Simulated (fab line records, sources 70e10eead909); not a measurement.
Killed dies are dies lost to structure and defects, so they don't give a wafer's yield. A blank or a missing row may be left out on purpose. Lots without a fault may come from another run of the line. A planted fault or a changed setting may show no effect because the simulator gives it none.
Chamber matching | flow nand_harc | NHARC_P_M1_DESCUM_14 on rie_diel-06: 4 sister chambers
The step chemistry O2, time 3 s. 20 wafers are shown with their chamber, then 10 later ones without.

WAFERS WITH THEIR CHAMBER
wafer  | chamber | drypump_motor_current_A (A) | oes_product_au (a.u.) | rf_vpp_V (V)
L076.1 | 2       | 5.5                         | 1.000                 | 56.9
L076.2 | 1       | 5.5                         | 0.995                 | 56.7
L076.4 | 3       | 6.1                         | 0.996                 | 56.0
L077.1 | 3       | 6.1                         | 0.997                 | 55.2
L077.4 | 3       | 6.1                         | 1.005                 | 57.7
L077.6 | 1       | 5.5                         | 0.994                 | 57.0
L078.1 | 3       | 6.1                         | 1.001                 | 57.5
L078.5 | 3       | 6.1                         | 1.008                 | 57.3
L078.6 | 0       | 4.8                         | 1.008                 | 57.9
L085.1 | 2       | 5.5                         | 0.999                 | 57.6
L085.3 | 3       | 6.1                         | 1.001                 | 56.7
L085.5 | 2       | 5.5                         | 0.994                 | 57.9
L087.1 | 2       | 5.5                         | 0.998                 | 57.7
L087.2 | 3       | 6.0                         | 0.989                 | 57.0
L087.5 | 3       | 6.1                         | 1.000                 | 58.3
L089.1 | 0       | 4.8                         | 1.013                 | 57.9
L089.3 | 3       | 6.1                         | 1.006                 | 59.2
L089.6 | 3       | 6.1                         | 1.008                 | 56.8
L090.3 | 2       | 5.5                         | 0.999                 | 56.6
L090.4 | 1       | 5.6                         | 0.998                 | 56.5

SIGNATURES (means of the wafers above)
reading                 | chamber 0 | chamber 1 | chamber 2 | chamber 3 | scatter within a chamber
drypump_motor_current_A | 4.800     | 5.533     | 5.500     | 6.090     | 0.0313
oes_product_au          | 1.01050   | 0.99567   | 0.99800   | 1.00110   | 0.0048
rf_vpp_V                | 57.900    | 56.733    | 57.340    | 57.170    | 0.895
Rule: a wafer's distance from a chamber is the root of the sum, over the readings, of the square of ((its reading less the chamber's mean) divided by the reading's scatter). The wafer belongs to the nearest chamber; if the next one is less than 2 further off, it can't be placed. The scatter: the root of (the sum of the squares of (reading less its chamber's mean) over the shown wafers, divided by (wafers less chambers)).

WAFERS WITHOUT THEIR CHAMBER
wafer  | drypump_motor_current_A (A) | oes_product_au (a.u.) | rf_vpp_V (V)
L090.5 | 6.1                         | 0.997                 | 57.3
L091.3 | 5.6                         | 1.002                 | 57.8
L091.5 | 4.8                         | 1.005                 | 59.1
L091.6 | 5.6                         | 0.999                 | 57.6
L093.1 | 5.5                         | 0.993                 | 57.4
L093.2 | 6.1                         | 1.004                 | 58.8
L093.6 | 5.5                         | 0.994                 | 58.2
L096.1 | 6.1                         | 1.004                 | 57.3
L096.2 | 5.6                         | 1.003                 | 57.3
L096.3 | 5.5                         | 0.996                 | 57.8

WHICH CHAMBER EACH WENT THROUGH
wafer  | from the rows above     | in truth
L090.5 | 3                       | 3
L091.3 | can't be placed: 1 or 2 | 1
L091.5 | 0                       | 0
L091.6 | can't be placed: 1 or 2 | 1
L093.1 | can't be placed: 2 or 1 | 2
L093.2 | 3                       | 3
L093.6 | can't be placed: 2 or 1 | 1
L096.1 | 3                       | 3
L096.2 | can't be placed: 1 or 2 | 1
L096.3 | can't be placed: 2 or 1 | 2
Placed correctly: 4 of 10. Can't be placed from these rows: 6 (the true chamber is among the candidates in 6). Placed wrongly: 0.
